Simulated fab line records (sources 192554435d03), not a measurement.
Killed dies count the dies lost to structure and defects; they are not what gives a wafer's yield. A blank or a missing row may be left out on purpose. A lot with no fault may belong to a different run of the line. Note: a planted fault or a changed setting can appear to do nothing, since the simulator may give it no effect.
Split-lot experiment / flow n5_finfet / route with 1938 steps; 7 lots, 21 wafers read

## THE SPLIT
At N5_PASSIVATION_EXPOSE_27 (exposes mask PAD, defocus 0 nm), the setting dose_mj was moved away from the recipe's 32.3 on 8 of the 21 wafers read, by -7.2% to +5.9%. All remaining wafers had this setting at the recipe value.

## FROM THE SPLIT TO THE READING: what the file shows between them, 3 steps
- N5_PASSIVATION_PEB_28
- N5_PASSIVATION_DEVELOP_29: develop time 60 s
- N5_PASSIVATION_HARDBAKE_31: time 120 s

## THE READING
cd_nm at N5_PASSIVATION_CD_MEAS_30, given in nm (cd target 4000 nm). On this fab line, fault-free wafers typically give 3999.8 nm with a standard deviation of 2.2 nm.

wafer=L078.1; tool, chamber at the split=krf_scanner-02, 0; dose_mj as run=30.92; against the recipe=-4.3%; cd_nm, nm=3991.4; against lot-mates on the recipe=-11.4
wafer=L078.3; tool, chamber at the split=krf_scanner-02, 0; dose_mj as run=30.92; against the recipe=-4.3%; cd_nm, nm=3992.0; against lot-mates on the recipe=-10.8
wafer=L078.5; tool, chamber at the split=krf_scanner-02, 0; dose_mj as run=32.3; against the recipe=recipe; cd_nm, nm=4002.8; against lot-mates on the recipe=-
wafer=L079.3; tool, chamber at the split=krf_scanner-01, 0; dose_mj as run=32.3; against the recipe=recipe; cd_nm, nm=4000.1; against lot-mates on the recipe=-
wafer=L079.4; tool, chamber at the split=krf_scanner-01, 0; dose_mj as run=32.3; against the recipe=recipe; cd_nm, nm=3995.9; against lot-mates on the recipe=-
wafer=L079.6; tool, chamber at the split=krf_scanner-01, 0; dose_mj as run=32.3; against the recipe=recipe; cd_nm, nm=3998.4; against lot-mates on the recipe=-
wafer=L081.3; tool, chamber at the split=krf_scanner-01, 0; dose_mj as run=29.98; against the recipe=-7.2%; cd_nm, nm=3988.7; against lot-mates on the recipe=-10.3
wafer=L081.4; tool, chamber at the split=krf_scanner-01, 0; dose_mj as run=32.3; against the recipe=recipe; cd_nm, nm=3999.0; against lot-mates on the recipe=-
wafer=L081.6; tool, chamber at the split=krf_scanner-01, 0; dose_mj as run=29.98; against the recipe=-7.2%; cd_nm, nm=3988.2; against lot-mates on the recipe=-10.8
wafer=L085.1; tool, chamber at the split=krf_scanner-01, 0; dose_mj as run=32.3; against the recipe=recipe; cd_nm, nm=4000.1; against lot-mates on the recipe=-
wafer=L085.2; tool, chamber at the split=krf_scanner-01, 0; dose_mj as run=32.92; against the recipe=+1.9%; cd_nm, nm=4001.1; against lot-mates on the recipe=+1.8
wafer=L085.3; tool, chamber at the split=krf_scanner-01, 0; dose_mj as run=32.3; against the recipe=recipe; cd_nm, nm=3998.5; against lot-mates on the recipe=-
wafer=L089.1; tool, chamber at the split=krf_scanner-02, 0; dose_mj as run=32.3; against the recipe=recipe; cd_nm, nm=3997.3; against lot-mates on the recipe=-
wafer=L089.3; tool, chamber at the split=krf_scanner-02, 0; dose_mj as run=32.3; against the recipe=recipe; cd_nm, nm=3998.9; against lot-mates on the recipe=-
wafer=L089.4; tool, chamber at the split=krf_scanner-02, 0; dose_mj as run=32.3; against the recipe=recipe; cd_nm, nm=3998.1; against lot-mates on the recipe=-
wafer=L092.2; tool, chamber at the split=krf_scanner-01, 0; dose_mj as run=32.3; against the recipe=recipe; cd_nm, nm=3998.0; against lot-mates on the recipe=-
wafer=L092.3; tool, chamber at the split=krf_scanner-01, 0; dose_mj as run=34.22; against the recipe=+5.9%; cd_nm, nm=4007.6; against lot-mates on the recipe=+8.9
wafer=L092.5; tool, chamber at the split=krf_scanner-01, 0; dose_mj as run=32.3; against the recipe=recipe; cd_nm, nm=3999.4; against lot-mates on the recipe=-
wafer=L093.1; tool, chamber at the split=krf_scanner-02, 0; dose_mj as run=34.21; against the recipe=+5.9%; cd_nm, nm=4005.8; against lot-mates on the recipe=+9.3
wafer=L093.4; tool, chamber at the split=krf_scanner-02, 0; dose_mj as run=32.3; against the recipe=recipe; cd_nm, nm=3996.5; against lot-mates on the recipe=-
wafer=L093.6; tool, chamber at the split=krf_scanner-02, 0; dose_mj as run=34.21; against the recipe=+5.9%; cd_nm, nm=4007.7; against lot-mates on the recipe=+11.2

THE FIT
A straight line over all 21 wafers: cd_nm changes by +1.45 nm for each +1% of dose_mj; r = +0.96; the points scatter about the line by 1.5 nm.
The same after taking each lot's own level away (the mean of its wafers on the recipe; 21 wafers): +1.7 nm for each +1%; r = +0.97; scatter 1.6 nm.
According to that fit, moving dose_mj by its largest amount changes the reading by 12 nm.
The span of the lots' own levels, 3996.50 to 4002.80 nm, comes to 2.9 times the standard deviation stated above.
So the lot-to-lot level changes the slope: the two fits differ.
Check: -13.3 nm against its lot-mates is what the line predicts for one of the wafers moved furthest among these (-7.2%) when that wafer is left out of the fit. It came out at -10.3 nm against them.

## THE OTHER SPLITS THESE WAFERS WENT THROUGH
Other splits were also applied to these wafers ahead of the reading. Each is held against what the fit with the lots' levels taken away leaves over:
other split on the same wafers=N5_BEOL_M10_COAT_60 spin_rpm; wafers away from the commonest value=6; r with cd_nm (lot level and that fit taken away)=-0.07
other split on the same wafers=N5_BEOL_M10_ETCH_62 time_s; wafers away from the commonest value=6; r with cd_nm (lot level and that fit taken away)=+0.19
other split on the same wafers=N5_BEOL_M13_COAT_58 spin_rpm; wafers away from the commonest value=4; r with cd_nm (lot level and that fit taken away)=-0.20
other split on the same wafers=N5_BEOL_M13_DESCUM_15 time_s; wafers away from the commonest value=8; r with cd_nm (lot level and that fit taken away)=-0.12
other split on the same wafers=N5_BEOL_M14_COAT_65 spin_rpm; wafers away from the commonest value=7; r with cd_nm (lot level and that fit taken away)=+0.28
other split on the same wafers=N5_BEOL_M15_COAT_22 spin_rpm; wafers away from the commonest value=4; r with cd_nm (lot level and that fit taken away)=-0.21
other split on the same wafers=N5_BEOL_M15_EXPOSE_25 dose_mj; wafers away from the commonest value=9; r with cd_nm (lot level and that fit taken away)=+0.01

## THE FILE'S OWN FIT
cd_nm changes by +1.67 nm for each +1% of dose_mj, r = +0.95.
